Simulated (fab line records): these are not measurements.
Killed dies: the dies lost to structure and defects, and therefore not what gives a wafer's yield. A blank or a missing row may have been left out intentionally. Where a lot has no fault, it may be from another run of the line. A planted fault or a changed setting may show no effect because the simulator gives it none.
What tool caused it? -- flow n5Finfet -- 24 lots with 72 wafers sampled at 6 steps, on a route of 1938 steps

WHAT THE GAUGES READ, wafer by wafer
The record holds no reading of a measuring or inspecting step that can be judged against a usual standard deviation.

EACH LOT AND THE TOOL THAT RAN IT (in order: tool; ch and the chambers of the sampled wafers; start)
lot,N5_BEOL_M3_VIA_ETCH_34,N5_BEOL_M3_DEGAS_44,N5_BEOL_M3_ANNEAL_49,N5_BEOL_M3_ANNEAL_80,N5_BEOL_M3_ANNEAL_91,N5_BEOL_M3_PRE_CLEAN_60
L074,"rieDiel-02 ch 1,2, day 7 11:50","pvdSputter-03, day 7 12:38","pvdSputter-03, day 7 13:35","pvdSputter-03, day 7 13:49","pvdSputter-03, day 7 14:41","cvdCo-01 ch 0,1, day 7 16:15"
L076,"rieDiel-02 ch 1,2,3, day 7 21:14","pvdSputter-03, day 7 22:14","pvdSputter-03, day 7 23:10","pvdSputter-03, day 7 23:23","pvdSputter-03, day 8 00:16","cvdCo-01 ch 0,1,2, day 8 01:40"
L075,"rieDiel-05 ch 0,1,2, day 8 05:38","pvdSputter-03, day 8 06:12","pvdSputter-02, day 8 07:44","pvdSputter-02, day 8 07:58","pvdSputter-02, day 8 08:50","cvdCo-02 ch 0,1,2, day 8 10:16"
L077,"rieDiel-06 ch 0,3, day 8 08:52","pvdSputter-03, day 8 09:55","pvdSputter-01, day 8 10:43","pvdSputter-01, day 8 10:56","pvdSputter-01, day 8 11:49","cvdCo-01 ch 0,1,2, day 8 13:13"
L078,"rieDiel-06 ch 0,1,3, day 8 12:02","pvdSputter-03, day 8 12:35","pvdSputter-02, day 8 13:22","pvdSputter-02, day 8 13:35","pvdSputter-02, day 8 14:28","cvdCo-02 ch 0,1,2, day 8 16:02"
L080,"rieDiel-06 ch 0,2, day 8 23:37","pvdSputter-03, day 9 00:26","pvdSputter-03, day 9 01:13","pvdSputter-03, day 9 01:26","pvdSputter-03, day 9 02:19","cvdCo-01 ch 0,2, day 9 03:43"
L079,"rieDiel-05 ch 0,1,3, day 9 02:52","pvdSputter-01, day 9 03:35","pvdSputter-02, day 9 04:26","pvdSputter-02, day 9 04:40","pvdSputter-02, day 9 05:32","cvdCo-01 ch 0,1,2, day 9 07:22"
L082,"rieDiel-06 ch 1,2, day 9 07:18","pvdSputter-02, day 9 08:21","pvdSputter-01, day 9 09:16","pvdSputter-01, day 9 09:29","pvdSputter-01, day 9 10:22","cvdCo-02 ch 0,2, day 9 11:46"
L081,"rieDiel-02 ch 0,1, day 9 15:59","pvdSputter-02, day 9 16:47","pvdSputter-03, day 9 17:43","pvdSputter-03, day 9 17:56","pvdSputter-03, day 9 18:49","cvdCo-02 ch 0,2, day 9 20:13"
L084,"rieDiel-05 ch 0,1,2, day 9 17:52","pvdSputter-02, day 9 19:54","pvdSputter-01, day 9 20:33","pvdSputter-01, day 9 20:46","pvdSputter-01, day 9 21:39","cvdCo-01 ch 0,1, day 9 23:08"
L083,"rieDiel-06 ch 0,1,2, day 9 19:25","pvdSputter-03, day 9 20:06","pvdSputter-03, day 9 20:47","pvdSputter-03, day 9 21:01","pvdSputter-03, day 9 21:53","cvdCo-01 ch 0,1,2, day 9 23:23"
L085,"rieDiel-06 ch 0,1,2, day 10 10:41","pvdSputter-01, day 10 11:25","pvdSputter-01, day 10 12:20","pvdSputter-01, day 10 12:33","pvdSputter-01, day 10 13:26","cvdCo-01 ch 0,1, day 10 14:50"
L087,"rieDiel-05 ch 0,1, day 10 22:49","pvdSputter-01, day 10 23:23","pvdSputter-03, day 11 00:30","pvdSputter-03, day 11 00:43","pvdSputter-03, day 11 01:36","cvdCo-01 ch 0,1, day 11 03:01"
L086,"rieDiel-06 ch 1,2,3, day 10 22:50","pvdSputter-03, day 10 23:26","pvdSputter-01, day 11 01:57","pvdSputter-01, day 11 02:10","pvdSputter-01, day 11 03:03","cvdCo-02 ch 0,2, day 11 04:29"
L088,"rieDiel-05 ch 0,1, day 11 04:35","pvdSputter-02, day 11 05:02","pvdSputter-01, day 11 06:02","pvdSputter-01, day 11 06:16","pvdSputter-01, day 11 07:08","cvdCo-02 ch 0,2, day 11 08:37"
L089,"rieDiel-02 ch 0,3, day 11 07:12","pvdSputter-03, day 11 07:50","pvdSputter-02, day 11 08:31","pvdSputter-02, day 11 08:44","pvdSputter-02, day 11 09:37","cvdCo-02 ch 0,1,2, day 11 11:01"
L090,"rieDiel-06 ch 0,2,3, day 11 07:12","pvdSputter-02, day 11 07:53","pvdSputter-03, day 11 08:39","pvdSputter-03, day 11 08:52","pvdSputter-03, day 11 09:45","cvdCo-01 ch 0,1,2, day 11 11:29"
L091,"rieDiel-05 ch 0,1,3, day 11 15:14","pvdSputter-02, day 11 15:57","pvdSputter-03, day 11 17:14","pvdSputter-03, day 11 17:27","pvdSputter-03, day 11 18:20","cvdCo-02 ch 0,1,2, day 11 19:55"
L092,"rieDiel-06 ch 0,1, day 11 18:49","pvdSputter-03, day 11 19:19","pvdSputter-01, day 11 20:23","pvdSputter-01, day 11 20:37","pvdSputter-01, day 11 21:29","cvdCo-02 ch 0,1,2, day 11 23:02"
L093,"rieDiel-06 ch 0,2,3, day 12 13:12","pvdSputter-03, day 12 13:46","pvdSputter-02, day 12 14:36","pvdSputter-02, day 12 14:49","pvdSputter-02, day 12 15:42","cvdCo-02 ch 1,2, day 12 17:24"
L094,"rieDiel-02 ch 1, day 12 16:09","pvdSputter-03, day 12 16:46","pvdSputter-03, day 12 21:06","pvdSputter-03, day 12 21:19","pvdSputter-03, day 12 22:12","cvdCo-02 ch 0,1, day 12 23:41"
L095,"rieDiel-06 ch 0,3, day 12 16:15","pvdSputter-02, day 12 16:44","pvdSputter-03, day 12 19:16","pvdSputter-03, day 12 19:29","pvdSputter-03, day 12 20:22","cvdCo-02 ch 0,1,2, day 12 21:46"
L096,"rieDiel-02 ch 0,3, day 12 22:53","pvdSputter-03, day 12 23:37","pvdSputter-03, day 13 00:19","pvdSputter-03, day 13 00:32","pvdSputter-03, day 13 01:25","cvdCo-01 ch 1,2, day 13 02:49"
L097,"rieDiel-06 ch 0,2,3, day 13 12:45","pvdSputter-02, day 13 13:55","pvdSputter-03, day 13 14:59","pvdSputter-03, day 13 15:13","pvdSputter-03, day 13 16:05","cvdCo-02 ch 0,1,2, day 13 17:29"
- N5_BEOL_M3_VIA_ETCH_34: etches the open film in C4F6/O2, target depth 69.4 nm, time 65.9 s.
- N5_BEOL_M3_DEGAS_44: time 60 s.
- N5_BEOL_M3_ANNEAL_49: time 240 s.
- N5_BEOL_M3_ANNEAL_80: time 240 s.
- N5_BEOL_M3_ANNEAL_91: time 240 s.
- N5_BEOL_M3_PRE_CLEAN_60: time 15 s.

AS READ BY THE TOOLS THEMSELVES (means over the sampled wafers that have a number; for cases with no such wafer, the mark the record gives instead)
N5_BEOL_M3_VIA_ETCH_34. Usual: drypumpMotorCurrentA 5.9 A, standard deviation 0.37; oes_f_703_au 0.80 a.u., standard deviation 0.089; oes_o_777_au 0.80 a.u., standard deviation 0.089; oesProductAu 0.79 a.u., standard deviation 0.078; rfFwdPowerW 347.5 W, standard deviation 1.3; rfVppV 658 V, standard deviation 14; showerheadPlenumPTorr 2.80 Torr, standard deviation 0.11; throttleValvePct 30.7 %, standard deviation 0.39.
lot,tool,drypumpMotorCurrentA (A),oes_f_703_au (a.u.),oes_o_777_au (a.u.),oesProductAu (a.u.),rfFwdPowerW (W),rfVppV (V),showerheadPlenumPTorr (Torr),throttleValvePct (%),flag
L074,rieDiel-02,5.9,0.79,0.79,0.76,345.8,655,2.79,30.6,
L076,rieDiel-02,6.0,0.82,0.81,0.80,347.5,662,2.82,30.8,
L075,rieDiel-05,5.7,0.82,0.83,0.79,348.7,654,2.71,30.7,
L077,rieDiel-06,6.4,0.96,0.97,0.92,348.2,649,2.81,30.4,
L078,rieDiel-06,6.1,0.86,0.87,0.84,347.6,654,2.79,30.7,
L080,rieDiel-06,6.1,0.83,0.84,0.83,347.6,653,2.90,30.5,
L079,rieDiel-05,5.6,0.79,0.79,0.79,347.5,672,2.82,31.1,
L082,rieDiel-06,5.7,0.71,0.71,0.72,347.8,662,2.79,31.0,
L081,rieDiel-02,5.5,0.77,0.78,0.73,348.7,636,2.76,30.6,
L084,rieDiel-05,5.7,0.81,0.82,0.78,347.5,654,2.70,30.7,
L083,rieDiel-06,5.9,0.77,0.78,0.76,347.6,657,2.84,30.8,
L085,rieDiel-06,5.9,0.76,0.76,0.76,347.5,657,2.84,30.8,
L087,rieDiel-05,5.5,0.79,0.80,0.76,347.4,653,2.73,31.2,
L086,rieDiel-06,6.0,0.79,0.79,0.78,347.2,658,2.82,30.7,
L088,rieDiel-05,5.5,0.84,0.85,0.81,347.9,658,2.75,30.9,
L089,rieDiel-02,5.5,0.79,0.79,0.76,347.3,645,2.79,30.7,
L090,rieDiel-06,6.1,0.84,0.84,0.83,346.6,652,2.87,30.5,
L091,rieDiel-05,5.6,0.77,0.78,0.77,348.2,672,2.82,31.1,
L092,rieDiel-06,6.0,0.75,0.76,0.73,348.4,657,2.75,31.0,
L093,rieDiel-06,6.1,0.82,0.83,0.82,347.1,653,2.86,30.5,
L094,rieDiel-02,6.0,0.74,0.75,0.68,348.3,646,2.67,30.5,
L095,rieDiel-06,6.4,0.90,0.90,0.86,348.5,649,2.80,30.4,
L096,rieDiel-02,5.9,0.79,0.79,0.79,347.6,658,2.78,30.8,
L097,rieDiel-06,6.1,0.82,0.82,0.80,346.4,653,2.86,30.5,

N5_BEOL_M3_DEGAS_44. Usual: heaterPowerW reads 339 W (standard deviation 36).
lot,tool,heaterPowerW (W),flag
L074,pvdSputter-03,356,
L076,pvdSputter-03,377,
L075,pvdSputter-03,342,
L077,pvdSputter-03,356,
L078,pvdSputter-03,351,
L080,pvdSputter-03,355,
L079,pvdSputter-01,318,
L082,pvdSputter-02,306,
L081,pvdSputter-02,321,
L084,pvdSputter-02,318,
L083,pvdSputter-03,346,
L085,pvdSputter-01,318,
L087,pvdSputter-01,341,
L086,pvdSputter-03,362,
L088,pvdSputter-02,326,
L089,pvdSputter-03,360,
L090,pvdSputter-02,318,
L091,pvdSputter-02,314,
L092,pvdSputter-03,382,
L093,pvdSputter-03,374,
L094,pvdSputter-03,358,
L095,pvdSputter-02,326,
L096,pvdSputter-03,367,
L097,pvdSputter-02,317,

N5_BEOL_M3_ANNEAL_49. Usual: heaterPowerW reads 841 W (standard deviation 99).
lot,tool,heaterPowerW (W),flag
L074,pvdSputter-03,885,
L076,pvdSputter-03,950,
L075,pvdSputter-02,785,
L077,pvdSputter-01,791,
L078,pvdSputter-02,825,
L080,pvdSputter-03,929,
L079,pvdSputter-02,836,
L082,pvdSputter-01,801,
L081,pvdSputter-03,893,
L084,pvdSputter-01,787,
L083,pvdSputter-03,914,
L085,pvdSputter-01,730,
L087,pvdSputter-03,877,
L086,pvdSputter-01,844,
L088,pvdSputter-01,793,
L089,pvdSputter-02,818,
L090,pvdSputter-03,926,
L091,pvdSputter-03,922,
L092,pvdSputter-01,711,
L093,pvdSputter-02,816,
L094,pvdSputter-03,904,
L095,pvdSputter-03,914,
L096,pvdSputter-03,930,
L097,pvdSputter-03,928,

N5_BEOL_M3_ANNEAL_80. Usual: heaterPowerW reads 840 W (standard deviation 98).
lot,tool,heaterPowerW (W),flag
L074,pvdSputter-03,880,
L076,pvdSputter-03,949,
L075,pvdSputter-02,796,
L077,pvdSputter-01,804,
L078,pvdSputter-02,826,
L080,pvdSputter-03,922,
L079,pvdSputter-02,836,
L082,pvdSputter-01,778,
L081,pvdSputter-03,903,
L084,pvdSputter-01,791,
L083,pvdSputter-03,926,
L085,pvdSputter-01,739,
L087,pvdSputter-03,875,
L086,pvdSputter-01,835,
L088,pvdSputter-01,786,
L089,pvdSputter-02,820,
L090,pvdSputter-03,922,
L091,pvdSputter-03,926,
L092,pvdSputter-01,703,
L093,pvdSputter-02,814,
L094,pvdSputter-03,884,
L095,pvdSputter-03,927,
L096,pvdSputter-03,920,
L097,pvdSputter-03,930,

N5_BEOL_M3_ANNEAL_91. Usual: heaterPowerW reads 842 W (standard deviation 99).
lot,tool,heaterPowerW (W),flag
L074,pvdSputter-03,889,
L076,pvdSputter-03,955,
L075,pvdSputter-02,787,
L077,pvdSputter-01,791,
L078,pvdSputter-02,821,
L080,pvdSputter-03,917,
L079,pvdSputter-02,845,
L082,pvdSputter-01,784,
L081,pvdSputter-03,903,
L084,pvdSputter-01,788,
L083,pvdSputter-03,938,
L085,pvdSputter-01,744,
L087,pvdSputter-03,894,
L086,pvdSputter-01,842,
L088,pvdSputter-01,781,
L089,pvdSputter-02,818,
L090,pvdSputter-03,928,
L091,pvdSputter-03,952,
L092,pvdSputter-01,715,
L093,pvdSputter-02,809,
L094,pvdSputter-03,896,
L095,pvdSputter-03,930,
L096,pvdSputter-03,925,
L097,pvdSputter-03,934,

N5_BEOL_M3_PRE_CLEAN_60. Usual: heaterPowerW 86 W, standard deviation 16; rfFwdPowerW 296.8 W, standard deviation 1.3.
lot,tool,heaterPowerW (W),rfFwdPowerW (W),flag
L074,cvdCo-01,103,297.4,
L076,cvdCo-01,87,296.8,
L075,cvdCo-02,85,296.9,
L077,cvdCo-01,86,297.1,
L078,cvdCo-02,85,296.7,
L080,cvdCo-01,72,296.9,
L079,cvdCo-01,87,296.7,
L082,cvdCo-02,91,297.5,
L081,cvdCo-02,84,295.9,
L084,cvdCo-01,90,297.5,
L083,cvdCo-01,87,296.4,
L085,cvdCo-01,90,297.8,
L087,cvdCo-01,88,297.5,
L086,cvdCo-02,91,297.5,
L088,cvdCo-02,84,297.3,
L089,cvdCo-02,87,296.0,
L090,cvdCo-01,86,297.1,
L091,cvdCo-02,85,296.8,
L092,cvdCo-02,85,297.0,
L093,cvdCo-02,79,296.6,
L094,cvdCo-02,87,297.8,
L095,cvdCo-02,87,296.8,
L096,cvdCo-01,84,295.4,
L097,cvdCo-02,86,297.0,

THE ANSWER, worked out from the rows above alone
Rule: take the mean of a lot's wafers that have a number; if it is more than 3 standard deviations from the usual mean, the lot is off. A lot without any number at a reading at which 4 lots or more have one is off too. All remaining lots with rows at the step are treated as sound. The gauges are gone through in route order, then the tools' own readings, and for those a lot's mean is taken as printed above. The first step at which some lot is off is used, and at that step the reading that is off furthest; a lot without a number counts as furthest.
No lot is off at any reading shown: from this, nothing can be told.

WHAT THE SIMULATOR PUT IN
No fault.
